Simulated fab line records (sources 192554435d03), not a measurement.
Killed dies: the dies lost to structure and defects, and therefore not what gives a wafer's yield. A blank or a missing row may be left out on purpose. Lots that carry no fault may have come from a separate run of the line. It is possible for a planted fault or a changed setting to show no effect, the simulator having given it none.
fab line records	flow n5-finfet
record lots=24	wafers=72	last-day=17
route steps=1938 shown BEOL_M4@1059 BEOL_M5@1128
lots that met no fault: from a run of the same line without faults
start-h: hours from the record's opening day to when the first of the lot's shown wafers began	wait-h: time in hours since the lot's previous step	" as in the row above	L1.1+2: several wafers, shown together as one row	- value missing, or start not given	* or withheld: withheld	< > ~ a bound
route shown NAME@n: names a module that has steps shown in the file, with the first one's number in the route	usual: mean/standard deviation of fault-free wafers	same: alike in all rows	chamber/n: place in a boat	sites: each site's reading	_std_site: the values' standard deviation	_edge_site: outer sites' mean less inner sites'	radius-mm: for every site, how far away it sits from the centre of the wafer	mask NAME#n: copy n	behind: the last tool/chamber to shape the wafer	hold: what put the lot on hold/how long, in hours/how the hold closed	device: the transistor (n, p or np) that didn't switch	end of line: the tests these same wafers got at the end of their route	for a step that has no rows: nothing shown but its recipe	killed: count of dies lost to structure and defects at first sort (not the wafer's yield)	map: a wafer's dies, marking killed ones x, the rest . and places with no die _
set.NAME: the setting as run; set.NAME@STEP: as run at that earlier step	model.NAME: the simulator's own value behind a step, which no gauge read
a sample of lots followed through the steps of the route, with each step as a table and each wafer as a row
services: from which hour (start-h, from the record's first day; less than 0 if before it) a tool's chamber was out of use, for how many hours, and why
## steps
# step N5_BEOL_M4_DESCUM_33
# recipe chemistry=O2	time-s=7	source-power-w=50	bias-power-w=20	pressure-mtorr=20	rf-frequency-hz=2.712e+07	temp-c=40	resist=CAR-EUV	o2-flow-sccm=225
# usual drypump-motor-current-A=5.6/0.6	oes-product-au=0.80/0.095	rf-vpp-V=243.4/1.5	showerhead-plenum-p-Torr=2.11/0.08	temp-c=40.00/0.12	throttle-valve-pct=20.42/0.19
lot.wafer	tool	chamber	start-h	wait-h	drypump-motor-current-A	oes-product-au	rf-hours-counter-h	rf-vpp-V	showerhead-plenum-p-Torr	temp-c	throttle-valve-pct
L076.1	rie-diel-06	3	163.79	0.0	5.9	0.81	90	244.9	2.11	40.05	20.43
L076.3	"	2	"	"	5.1	0.79	83	244.2	2.23	40.09	20.27
L076.5	"	3	"	"	5.9	0.81	-	243.5	2.11	40.16	20.41
L074.2	rie-diel-05	2	165.23	0.3	5.3	0.88	42	243.7	2.13	40.11	20.11
L074.3	"	1	"	"	5.3	0.66	248	240.8	1.96	40.07	20.70
L074.5	"	1	"	"	5.3	0.66	-	241.8	1.96	39.96	20.72
L075.1	rie-diel-04	1	170.52	0.1	5.9	0.69	233	244.2	2.17	40.10	21.22
L075.3	"	0	"	"	6.7	0.73	180	243.2	2.15	39.94	20.24
L075.5	"	0	"	"	6.7	0.73	-	244.0	2.15	40.00	20.26
L077.1	rie-diel-06	2	178.95	0.0	5.1	0.80	89	244.8	2.23	40.09	20.26
L077.3	"	3	"	"	5.9	0.80	96	243.7	2.11	40.06	20.43
L077.6	"	0	"	"	6.2	0.69	-	243.0	2.04	39.99	20.79
L078.1	rie-diel-06	2	185.06	0.0	5.1	0.80	91	244.0	2.23	40.05	20.27
L078.3	"	3	"	"	5.9	0.82	98	243.6	2.11	40.13	20.42
L078.6	"	3	"	"	5.8	0.81	-	244.8	2.11	40.11	20.41
L079.1	rie-diel-05	0	197.46	0.7	4.8	0.66	249	240.8	1.99	40.03	20.79
L079.3	"	3	"	"	6.4	0.95	16	244.6	2.13	40.15	20.24
L079.6	"	2	"	"	5.3	0.87	-	243.7	2.13	39.78	20.14
L081.2	rie-diel-06	2	197.64	0.2	5.1	0.79	96	245.4	2.22	39.98	20.28
L081.3	"	1	"	"	4.8	0.69	214	244.1	2.04	39.95	20.41
L081.5	"	2	"	"	5.1	0.79	-	245.1	2.22	39.98	20.27
L080.1	rie-diel-05	2	198.61	0.0	5.3	0.87	55	244.3	2.13	39.82	20.13
L080.3	"	1	"	"	5.3	0.95	4	244.4	2.22	39.96	20.38
L080.5	"	1	"	"	5.3	0.95	-	245.5	2.22	39.98	20.38
L082.1	rie-diel-06	2	219.42	0.0	5.1	0.78	104	244.0	2.22	39.93	20.28
L082.2	"	1	"	"	4.8	0.70	222	244.1	2.04	40.15	20.41
L082.3	"	3	"	"	5.8	0.80	112	242.3	2.11	39.87	20.44
L084.2	rie-diel-04	2	224.84	0.0	5.6	0.95	16	242.1	2.03	40.05	20.23
L084.3	"	0	"	"	6.7	0.73	201	245.0	2.14	40.05	20.30
L084.5	"	3	"	"	6.2	0.75	-	242.7	2.00	40.05	20.67
L083.2	rie-diel-04	0	225.19	0.1	6.7	0.72	201	245.4	2.14	40.04	20.30
L083.4	"	0	"	"	6.7	0.73	-	244.7	2.14	39.94	20.29
L083.5	"	3	"	"	6.2	0.76	-	240.0	2.00	39.88	20.67
L085.3	rie-diel-06	2	225.97	0.0	5.1	0.77	108	246.3	2.22	40.24	20.31
L085.4	"	2	"	"	5.1	0.78	-	245.6	2.22	39.91	20.31
L085.6	"	1	"	"	4.8	0.69	-	241.3	2.04	40.13	20.42
L086.1	rie-diel-04	2	229.44	0.0	5.7	0.93	18	242.7	2.03	39.87	20.23
L086.3	"	3	"	"	6.2	0.75	143	242.2	2.00	40.05	20.68
L086.4	"	2	"	"	5.7	0.94	-	242.8	2.03	39.92	20.23
L087.1	rie-diel-04	3	238.18	0.2	6.2	0.76	146	240.3	2.00	39.83	20.69
L087.3	"	0	"	"	6.7	0.72	205	244.1	2.14	40.05	20.32
L087.6	"	3	"	"	6.2	0.76	-	241.3	2.00	40.22	20.67
L088.1	rie-diel-05	2	243.00	0.0	5.3	0.85	72	241.1	2.12	39.86	20.16
L088.3	"	1	"	"	5.3	0.91	21	245.3	2.21	39.99	20.40
L088.5	"	0	"	"	4.8	0.96	-	245.3	2.25	40.00	20.52
L089.4	rie-diel-06	2	247.42	0.0	5.1	0.77	114	244.8	2.22	39.93	20.32
L089.5	"	0	"	"	6.3	0.97	-	241.1	2.04	40.03	20.37
L089.6	"	3	"	"	5.9	0.79	-	243.0	2.10	40.08	20.46
L090.1	rie-diel-06	1	248.30	0.1	4.8	0.69	234	243.8	2.03	40.04	20.43
L090.2	"	0	"	"	6.2	0.97	6	242.9	2.04	39.77	20.39
L090.5	"	2	"	"	5.1	0.77	-	244.8	2.22	39.75	20.32
L091.2	rie-diel-06	3	252.16	0.0	5.9	0.79	124	243.7	2.10	40.10	20.45
L091.3	"	1	"	"	4.8	0.68	235	242.9	2.03	39.93	20.44
L091.4	"	0	"	"	6.2	0.96	7	242.5	2.04	39.94	20.38
L093.2	rie-diel-06	2	275.83	0.1	5.1	0.77	124	245.4	2.21	40.10	20.32
L093.4	"	1	"	"	4.8	0.68	242	243.7	2.03	40.08	20.43
L093.5	"	1	"	"	4.8	0.68	-	241.8	2.03	40.10	20.45
L092.2	rie-diel-06	1	277.57	0.3	4.8	0.67	243	241.2	2.03	39.89	20.44
L092.5	"	2	"	"	5.1	0.76	-	245.2	2.21	40.01	20.34
L092.6	"	1	"	"	4.8	0.68	-	243.1	2.03	39.92	20.44
L095.1	rie-diel-05	1	284.54	0.2	5.3	0.88	40	246.3	2.20	40.22	20.44
L095.3	"	2	"	"	5.3	0.82	91	243.4	2.12	40.18	20.18
L095.4	"	1	"	"	5.3	0.87	-	244.5	2.20	40.23	20.44
L094.1	rie-diel-05	2	288.21	0.0	5.3	0.82	93	244.2	2.11	40.01	20.19
L094.4	"	0	"	"	4.8	0.91	-	245.2	2.24	39.97	20.54
L094.6	"	1	"	"	5.3	0.88	-	244.2	2.20	40.15	20.43
L096.1	rie-diel-06	0	290.00	0.0	6.2	0.92	20	242.2	2.03	39.91	20.40
L096.3	"	1	"	"	4.8	0.67	247	242.5	2.03	40.03	20.46
L096.4	"	2	"	"	5.1	0.76	130	243.9	2.21	39.86	20.32
L097.2	rie-diel-06	1	290.40	0.0	4.8	0.67	247	242.4	2.03	40.13	20.46
L097.5	"	2	"	"	5.1	0.76	-	245.2	2.21	40.10	20.33
L097.6	"	3	"	"	5.9	0.77	-	242.9	2.10	40.06	20.47
# step N5_BEOL_M4_SPUTTER_79
# recipe material=Cu	target-thk-a=45	temp-c=-20	chamber-pressure-pa=0.07	power-w=withheld	time-s=8.29
# usual throttle-valve-pct=30.6/1.3
lot.wafer	tool	chamber	start-h	wait-h	throttle-valve-pct
L076.1	pvd-sputter-03	-	166.43	0.1	27.9
L076.3	"	-	"	"	31.0
L076.5	"	-	"	"	30.8
L074.2	pvd-sputter-02	-	174.59	0.1	32.8
L074.3	"	-	"	"	31.0
L074.5	"	-	"	"	31.9
L075.1	pvd-sputter-03	-	174.92	0.1	31.1
L075.3	"	-	"	"	27.8
L075.5	"	-	"	"	31.1
L077.1	pvd-sputter-02	-	194.42	0.1	31.0
L077.3	"	-	"	"	30.9
L077.6	"	-	"	"	31.4
L078.1	pvd-sputter-01	-	197.54	0.1	30.6
L078.3	"	-	"	"	30.7
L078.6	"	-	"	"	30.8
L081.2	pvd-sputter-01	-	200.70	0.1	30.5
L081.3	"	-	"	"	28.2
L081.5	"	-	"	"	30.5
L079.1	pvd-sputter-03	-	200.76	0.1	30.8
L079.3	"	-	"	"	31.1
L079.6	"	-	"	"	30.9
L080.1	pvd-sputter-02	-	202.48	0.1	31.6
L080.3	"	-	"	"	30.8
L080.5	"	-	"	"	31.9
L082.1	pvd-sputter-03	-	221.67	0.1	30.8
L082.2	"	-	"	"	30.9
L082.3	"	-	"	"	30.9
L084.2	pvd-sputter-03	-	227.90	0.1	27.8
L084.3	"	-	"	"	30.9
L084.5	"	-	"	"	30.9
L083.2	pvd-sputter-01	-	228.19	0.1	28.1
L083.4	"	-	"	"	30.6
L083.5	"	-	"	"	30.7
L085.3	pvd-sputter-02	-	229.96	0.1	31.1
L085.4	"	-	"	"	30.9
L085.6	"	-	"	"	31.1
L086.1	pvd-sputter-02	-	235.29	0.1	31.1
L086.3	"	-	"	"	30.9
L086.4	"	-	"	"	31.7
L087.1	pvd-sputter-01	-	244.84	0.1	30.3
L087.3	"	-	"	"	30.6
L087.6	"	-	"	"	30.5
L089.4	pvd-sputter-02	-	250.62	0.1	31.0
L089.5	"	-	"	"	31.0
L089.6	"	-	"	"	30.9
L088.1	pvd-sputter-03	-	251.40	0.1	31.2
L088.3	"	-	"	"	27.9
L088.5	"	-	"	"	28.0
L090.1	pvd-sputter-02	-	252.58	0.1	31.0
L090.2	"	-	"	"	31.7
L090.5	"	-	"	"	31.8
L091.2	pvd-sputter-01	-	257.99	0.1	27.9
L091.3	"	-	"	"	30.6
L091.4	"	-	"	"	31.0
L093.2	pvd-sputter-03	-	281.81	0.1	31.0
L093.4	"	-	"	"	30.9
L093.5	"	-	"	"	28.0
L092.2	pvd-sputter-01	-	281.86	0.1	28.2
L092.5	"	-	"	"	30.6
L092.6	"	-	"	"	30.2
L095.1	pvd-sputter-02	-	288.55	0.1	31.2
L095.3	"	-	"	"	32.5
L095.4	"	-	"	"	32.0
L094.1	pvd-sputter-01	-	290.74	0.1	28.0
L094.4	"	-	"	"	30.7
L094.6	"	-	"	"	28.0
L096.1	pvd-sputter-03	-	295.88	0.1	28.0
L096.3	"	-	"	"	31.1
L096.4	"	-	"	"	30.9
L097.2	pvd-sputter-02	-	296.26	0.1	31.4
L097.5	"	-	"	"	32.5
L097.6	"	-	"	"	32.0
# step N5_BEOL_M4_ANNEAL_89
# recipe temp-c=400	time-s=240	ambient=vacuum
# usual heater-power-w=859/130
lot.wafer	tool	chamber	start-h	wait-h	heater-power-w
L076.1	pvd-sputter-03	-	167.17	0.0	820
L076.3	"	-	"	"	703
L076.5	"	-	"	"	692
L074.2	pvd-sputter-02	-	175.33	0.0	797
L074.3	"	-	"	"	1053
L074.5	"	-	"	"	615
L075.1	pvd-sputter-03	-	175.66	0.0	894
L075.3	"	-	"	"	855
L075.5	"	-	"	"	884
L077.1	pvd-sputter-02	-	195.16	0.0	1049
L077.3	"	-	"	"	947
L077.6	"	-	"	"	957
L078.1	pvd-sputter-01	-	198.28	0.0	819
L078.3	"	-	"	"	794
L078.6	"	-	"	"	804
L081.2	pvd-sputter-01	-	201.44	0.0	792
L081.3	"	-	"	"	794
L081.5	"	-	"	"	823
L079.1	pvd-sputter-03	-	201.50	0.0	879
L079.3	"	-	"	"	678
L079.6	"	-	"	"	868
L080.1	pvd-sputter-02	-	203.22	0.0	603
L080.3	"	-	"	"	975
L080.5	"	-	"	"	595
L082.1	pvd-sputter-03	-	222.41	0.0	1066
L082.2	"	-	"	"	872
L082.3	"	-	"	"	682
L084.2	pvd-sputter-03	-	228.64	0.0	846
L084.3	"	-	"	"	1063
L084.5	"	-	"	"	685
L083.2	pvd-sputter-01	-	228.93	0.0	829
L083.4	"	-	"	"	833
L083.5	"	-	"	"	803
L085.3	pvd-sputter-02	-	230.70	0.0	952
L085.4	"	-	"	"	1064
L085.6	"	-	"	"	1063
L086.1	pvd-sputter-02	-	236.03	0.0	963
L086.3	"	-	"	"	1083
L086.4	"	-	"	"	597
L087.1	pvd-sputter-01	-	245.58	0.0	953
L087.3	"	-	"	"	798
L087.6	"	-	"	"	940
L089.4	pvd-sputter-02	-	251.36	0.0	967
L089.5	"	-	"	"	1039
L089.6	"	-	"	"	947
L088.1	pvd-sputter-03	-	252.14	0.0	875
L088.3	"	-	"	"	842
L088.5	"	-	"	"	839
L090.1	pvd-sputter-02	-	253.32	0.0	965
L090.2	"	-	"	"	609
L090.5	"	-	"	"	605
L091.2	pvd-sputter-01	-	258.73	0.0	825
L091.3	"	-	"	"	790
L091.4	"	-	"	"	840
L093.2	pvd-sputter-03	-	282.55	0.0	684
L093.4	"	-	"	"	1068
L093.5	"	-	"	"	847
L092.2	pvd-sputter-01	-	282.60	0.0	820
L092.5	"	-	"	"	798
L092.6	"	-	"	"	944
L095.1	pvd-sputter-02	-	289.29	0.0	983
L095.3	"	-	"	"	779
L095.4	"	-	"	"	598
L094.1	pvd-sputter-01	-	291.48	0.0	806
L094.4	"	-	"	"	787
L094.6	"	-	"	"	801
L096.1	pvd-sputter-03	-	296.62	0.0	813
L096.3	"	-	"	"	1090
L096.4	"	-	"	"	684
L097.2	pvd-sputter-02	-	297.00	0.0	935
L097.5	"	-	"	"	789
L097.6	"	-	"	"	597
# step N5_BEOL_M4_ANNEAL_95
# recipe temp-c=400	time-s=240	ambient=vacuum
# usual heater-power-w=856/130
lot.wafer	tool	chamber	start-h	wait-h	heater-power-w
L076.1	pvd-sputter-03	-	167.83	0.0	815
L076.3	"	-	"	"	682
L076.5	"	-	"	"	672
L074.2	pvd-sputter-02	-	175.99	0.0	779
L074.3	"	-	"	"	1040
L074.5	"	-	"	"	599
L075.1	pvd-sputter-03	-	176.32	0.0	879
L075.3	"	-	"	"	822
L075.5	"	-	"	"	868
L077.1	pvd-sputter-02	-	195.82	0.0	1057
L077.3	"	-	"	"	953
L077.6	"	-	"	"	946
L078.1	pvd-sputter-01	-	198.94	0.0	857
L078.3	"	-	"	"	799
L078.6	"	-	"	"	784
L081.2	pvd-sputter-01	-	202.10	0.0	783
L081.3	"	-	"	"	824
L081.5	"	-	"	"	809
L079.1	pvd-sputter-03	-	202.16	0.0	857
L079.3	"	-	"	"	663
L079.6	"	-	"	"	886
L080.1	pvd-sputter-02	-	203.88	0.0	602
L080.3	"	-	"	"	941
L080.5	"	-	"	"	603
L082.1	pvd-sputter-03	-	223.07	0.0	1068
L082.2	"	-	"	"	863
L082.3	"	-	"	"	675
L084.2	pvd-sputter-03	-	229.30	0.0	838
L084.3	"	-	"	"	1056
L084.5	"	-	"	"	661
L083.2	pvd-sputter-01	-	229.59	0.0	841
L083.4	"	-	"	"	836
L083.5	"	-	"	"	792
L085.3	pvd-sputter-02	-	231.36	0.0	981
L085.4	"	-	"	"	1039
L085.6	"	-	"	"	1058
L086.1	pvd-sputter-02	-	236.69	0.0	951
L086.3	"	-	"	"	1094
L086.4	"	-	"	"	591
L087.1	pvd-sputter-01	-	246.24	0.0	935
L087.3	"	-	"	"	779
L087.6	"	-	"	"	938
L089.4	pvd-sputter-02	-	252.02	0.0	964
L089.5	"	-	"	"	1048
L089.6	"	-	"	"	962
L088.1	pvd-sputter-03	-	252.80	0.0	876
L088.3	"	-	"	"	828
L088.5	"	-	"	"	843
L090.1	pvd-sputter-02	-	253.98	0.0	941
L090.2	"	-	"	"	577
L090.5	"	-	"	"	605
L091.2	pvd-sputter-01	-	259.39	0.0	824
L091.3	"	-	"	"	802
L091.4	"	-	"	"	816
L093.2	pvd-sputter-03	-	283.21	0.0	694
L093.4	"	-	"	"	1062
L093.5	"	-	"	"	861
L092.2	pvd-sputter-01	-	283.26	0.0	803
L092.5	"	-	"	"	807
L092.6	"	-	"	"	939
L095.1	pvd-sputter-02	-	289.95	0.0	949
L095.3	"	-	"	"	793
L095.4	"	-	"	"	604
L094.1	pvd-sputter-01	-	292.14	0.0	808
L094.4	"	-	"	"	786
L094.6	"	-	"	"	828
L096.1	pvd-sputter-03	-	297.28	0.0	829
L096.3	"	-	"	"	1029
L096.4	"	-	"	"	674
L097.2	pvd-sputter-02	-	297.66	0.0	963
L097.5	"	-	"	"	802
L097.6	"	-	"	"	608
# step N5_BEOL_M5_INSPECT_13
# recipe mode=adi	inspect-instrument=brightfield
# usual raw-defect-count=438/120
lot.wafer	tool	chamber	start-h	wait-h	raw-defect-count
L076.1	defect-inspect-01	-	171.88	0.1	364
L076.3	"	-	"	"	529
L076.5	"	-	"	"	526
L074.2	defect-inspect-01	-	180.09	0.0	342
L074.3	"	-	"	"	454
L074.5	"	-	"	"	430
L075.1	defect-inspect-02	-	180.13	0.1	348
L075.3	"	-	"	"	440
L075.5	"	-	"	"	377
L077.1	defect-inspect-01	-	200.24	0.1	354
L077.3	"	-	"	"	390
L077.6	"	-	"	"	528
L078.1	defect-inspect-02	-	203.46	0.1	251
L078.3	"	-	"	"	266
L078.6	"	-	"	"	287
L081.2	defect-inspect-01	-	206.66	0.0	435
L081.3	"	-	"	"	593
L081.5	"	-	"	"	375
L079.1	defect-inspect-02	-	206.82	0.1	441
L079.3	"	-	"	"	383
L079.6	"	-	"	"	510
L080.1	defect-inspect-01	-	208.90	0.1	581
L080.3	"	-	"	"	689
L080.5	"	-	"	"	798
L082.1	defect-inspect-01	-	227.36	0.1	396
L082.2	"	-	"	"	449
L082.3	"	-	"	"	518
L084.2	defect-inspect-01	-	232.99	0.0	472
L084.3	"	-	"	"	484
L084.5	"	-	"	"	559
L083.2	defect-inspect-01	-	233.21	0.0	477
L083.4	"	-	"	"	678
L083.5	"	-	"	"	514
L085.3	defect-inspect-01	-	235.29	0.0	263
L085.4	"	-	"	"	558
L085.6	"	-	"	"	467
L086.1	defect-inspect-01	-	242.10	0.1	629
L086.3	"	-	"	"	546
L086.4	"	-	"	"	558
L087.1	defect-inspect-01	-	250.19	0.1	372
L087.3	"	-	"	"	525
L087.6	"	-	"	"	296
L089.4	defect-inspect-01	-	256.75	0.0	407
L089.5	"	-	"	"	495
L089.6	"	-	"	"	369
L088.1	defect-inspect-01	-	256.99	0.1	542
L088.3	"	-	"	"	726
L088.5	"	-	"	"	652
L090.1	defect-inspect-01	-	258.00	0.1	516
L090.2	"	-	"	"	484
L090.5	"	-	"	"	614
L091.2	defect-inspect-02	-	265.74	0.0	291
L091.3	"	-	"	"	309
L091.4	"	-	"	"	351
L093.2	defect-inspect-02	-	287.31	0.0	367
L093.4	"	-	"	"	343
L093.5	"	-	"	"	335
L092.2	defect-inspect-02	-	287.41	0.0	374
L092.5	"	-	"	"	477
L092.6	"	-	"	"	771
L095.1	defect-inspect-02	-	295.24	0.1	301
L095.3	"	-	"	"	365
L095.4	"	-	"	"	305
L094.1	defect-inspect-02	-	296.23	0.1	316
L094.4	"	-	"	"	399
L094.6	"	-	"	"	446
L096.1	defect-inspect-02	-	302.18	0.1	336
L096.3	"	-	"	"	344
L096.4	"	-	"	"	225
L097.2	defect-inspect-02	-	302.25	0.0	333
L097.5	"	-	"	"	307
L097.6	"	-	"	"	354
# step N5_BEOL_M5_ETCH_67
# recipe chemistry=CF4	target=SiARC	target-depth-a=156	mask-material=CAR-EUV	time-s=26	ion-energy-ev=80	pressure-mtorr=40	source-w=545	bias-w=36	Ar_flow_sccm=100	cf4-flow-sccm=100	ends=cleared
# usual drypump-motor-current-A=5.8/0.41	etch-rf-on-time-s=25.9/0.84	oes-product-au=0.66/0.08	rf-vpp-V=184.2/1.2	showerhead-plenum-p-Torr=2.15/0.06	throttle-valve-pct=15.7/0.31
lot.wafer	tool	chamber	start-h	wait-h	drypump-motor-current-A	etch-rf-on-time-s	oes-product-au	rf-hours-counter-h	rf-vpp-V	showerhead-plenum-p-Torr	throttle-valve-pct
L076.1	rie-diel-03	0	172.98	0.0	6.1	27.1	0.64	159	187.2	2.22	15.5
L076.3	"	1	"	"	5.7	26.5	0.62	170	183.8	2.13	15.9
L076.5	"	3	"	"	6.6	27.5	0.75	-	186.1	2.26	15.3
L074.2	rie-diel-02	1	181.72	0.0	5.7	26.6	0.61	191	182.6	2.07	16.0
L074.3	"	2	"	"	6.0	25.6	0.64	177	185.4	2.23	15.8
L074.5	"	0	"	"	5.9	25.3	0.59	-	183.4	2.16	15.7
L075.1	rie-diel-03	2	182.25	0.0	6.4	25.6	0.63	168	184.2	2.14	15.6
L075.3	"	0	"	"	6.1	27.2	0.63	162	184.7	2.22	15.5
L075.5	"	3	"	"	6.6	27.5	0.75	-	186.5	2.26	15.3
L077.1	rie-diel-03	2	202.58	0.0	6.4	25.8	0.62	173	183.1	2.14	15.7
L077.3	"	3	"	"	6.6	27.9	0.72	40	186.9	2.26	15.4
L077.6	"	3	"	"	6.6	27.6	0.74	-	187.1	2.26	15.4
L078.1	rie-diel-02	3	205.35	0.0	5.7	26.0	0.59	218	182.7	2.10	16.0
L078.3	"	2	"	"	6.0	25.8	0.63	185	182.8	2.22	15.8
L078.6	"	3	"	"	5.7	25.9	0.59	-	184.4	2.10	16.0
L081.2	rie-diel-01	2	207.78	0.0	5.4	25.0	0.73	74	184.8	2.16	15.7
L081.3	"	0	"	"	5.1	25.3	0.64	185	185.8	2.22	15.6
L081.5	"	3	"	"	6.4	26.9	0.57	-	184.5	2.10	15.8
L079.1	rie-diel-02	2	208.00	0.0	6.0	25.8	0.63	186	184.2	2.22	15.8
L079.3	"	1	"	"	5.7	26.8	0.60	199	182.0	2.07	16.0
L079.6	"	1	"	"	5.7	27.0	0.59	-	182.6	2.07	16.0
L080.1	rie-diel-01	3	212.55	0.0	6.4	27.1	0.57	256	181.7	2.10	15.8
L080.3	"	0	"	"	5.1	25.2	0.63	187	184.2	2.22	15.6
L080.5	"	2	"	"	5.4	25.1	0.73	-	183.9	2.15	15.7
L082.1	rie-diel-03	1	229.75	0.0	5.7	26.6	0.61	184	185.0	2.12	15.9
L082.2	"	3	"	"	6.6	27.4	0.74	47	186.1	2.26	15.4
L082.3	"	0	"	"	6.1	26.9	0.63	173	183.6	2.21	15.5
L084.2	rie-diel-01	0	235.01	0.0	5.1	25.3	0.63	195	184.3	2.22	15.7
L084.3	"	2	"	"	5.4	25.1	0.72	85	183.6	2.15	15.7
L084.5	"	0	"	"	5.1	24.9	0.62	-	186.7	2.22	15.7
L083.2	rie-diel-01	0	235.40	0.0	5.1	25.0	0.62	196	185.0	2.22	15.7
L083.4	"	0	"	"	5.1	25.0	0.63	-	185.3	2.22	15.7
L083.5	"	2	"	"	5.4	25.4	0.72	-	183.5	2.15	15.7
L085.3	rie-diel-01	0	240.63	0.0	5.1	24.9	0.63	198	183.5	2.22	15.7
L085.4	"	2	"	"	5.4	24.9	0.73	-	184.1	2.15	15.8
L085.6	"	0	"	"	5.1	25.0	0.63	-	185.7	2.22	15.7
L086.1	rie-diel-02	3	244.25	0.0	5.8	25.5	0.59	229	183.0	2.10	16.0
L086.3	"	2	"	"	6.0	25.5	0.63	198	186.0	2.22	15.8
L086.4	"	1	"	"	5.7	26.7	0.59	212	184.2	2.06	16.1
L087.1	rie-diel-02	0	251.67	0.0	5.9	24.3	0.82	10	185.0	2.16	15.2
L087.3	"	2	"	"	6.0	25.8	0.62	200	185.2	2.22	15.8
L087.6	"	1	"	"	5.7	26.5	0.59	-	183.0	2.06	16.1
L089.4	rie-diel-02	3	258.19	0.0	5.8	25.3	0.58	234	182.6	2.10	16.1
L089.5	"	0	"	"	5.9	24.3	0.81	-	184.4	2.16	15.2
L089.6	"	1	"	"	5.7	26.1	0.60	-	183.0	2.06	16.1
L088.1	rie-diel-03	2	259.00	0.0	6.4	25.8	0.62	187	182.5	2.14	15.7
L088.3	"	0	"	"	6.1	27.1	0.62	182	186.6	2.21	15.5
L088.5	"	1	"	"	5.7	26.7	0.61	-	182.8	2.12	15.9
L090.1	rie-diel-01	2	259.42	0.0	5.4	25.1	0.72	95	184.9	2.15	15.7
L090.2	"	0	"	"	5.1	25.1	0.62	206	187.3	2.22	15.7
L090.5	"	0	"	"	5.1	24.9	0.62	-	184.1	2.22	15.7
L091.2	rie-diel-01	2	266.74	0.0	5.4	25.3	0.70	97	183.3	2.15	15.8
L091.3	"	1	"	"	5.6	25.3	0.80	21	183.4	2.08	15.1
L091.4	"	0	"	"	5.1	25.1	0.62	-	184.1	2.22	15.7
L093.2	rie-diel-03	2	288.26	0.0	6.4	25.9	0.61	196	182.6	2.13	15.7
L093.4	"	0	"	"	6.1	26.8	0.61	192	184.9	2.21	15.6
L093.5	"	0	"	"	6.1	26.6	0.62	-	183.6	2.21	15.5
L092.2	rie-diel-02	2	288.59	0.0	6.0	25.7	0.61	211	185.3	2.21	15.8
L092.5	"	2	"	"	6.0	25.7	0.62	-	183.8	2.21	15.8
L092.6	"	1	"	"	5.7	26.4	0.59	-	182.9	2.06	16.1
L095.1	rie-diel-01	0	298.25	0.0	5.1	25.3	0.61	219	184.3	2.21	15.7
L095.3	"	1	"	"	5.7	25.4	0.77	32	184.2	2.08	15.1
L095.4	"	3	"	"	6.4	25.9	0.83	7	183.5	2.10	15.2
L094.1	rie-diel-03	3	298.33	0.0	6.6	27.1	0.71	69	185.2	2.25	15.4
L094.4	"	1	"	"	5.7	26.7	0.60	204	184.0	2.12	15.9
L094.6	"	0	"	"	6.1	26.8	0.62	-	184.8	2.21	15.6
L096.1	rie-diel-02	1	303.42	0.0	5.7	26.9	0.58	229	183.8	2.06	16.1
L096.3	"	0	"	"	5.9	24.5	0.79	24	184.3	2.15	15.2
L096.4	"	3	"	"	5.8	25.7	0.57	247	185.0	2.09	16.1
L097.2	rie-diel-01	1	305.84	0.0	5.6	25.5	0.77	34	184.5	2.08	15.1
L097.5	"	1	"	"	5.7	25.3	0.77	-	182.4	2.08	15.1
L097.6	"	2	"	"	5.4	25.4	0.70	-	184.3	2.14	15.8
## services
tool	chamber	start-h	hours	kind
rie-diel-01	0	140.58	7.1	repair
pvd-sputter-01	-	141.51	3.1	repair
rie-diel-01	-	143.86	3.3	repair
rie-diel-06	0	147.08	5.7	repair
rie-diel-03	1	147.36	3.3	repair
pvd-sputter-01	-	151.78	1.0	repair
rie-diel-03	-	160.73	0.5	repair
pvd-sputter-01	-	194.09	0.8	repair
rie-diel-06	0	197.25	-	clean
rie-diel-06	0	197.25	-	consumable-replace:focus-ring
rie-diel-06	0	197.25	35.3	scheduled-down
rie-diel-06	0	197.25	35.3	vent-cycle
rie-diel-03	-	198.08	1.1	repair
rie-diel-03	-	199.54	2.6	repair
rie-diel-01	3	213.02	48.6	repair
rie-diel-03	0	216.61	2.9	repair
rie-diel-04	1	235.62	8.8	repair
rie-diel-05	3	239.05	115.1	repair
rie-diel-03	-	283.25	0.1	repair
rie-diel-03	1	299.40	1.6	repair
rie-diel-06	1	300.87	-	clean
rie-diel-06	1	300.87	-	consumable-replace:focus-ring
rie-diel-06	1	300.87	19.6	scheduled-down
rie-diel-06	1	300.87	19.6	vent-cycle
## key
fault none
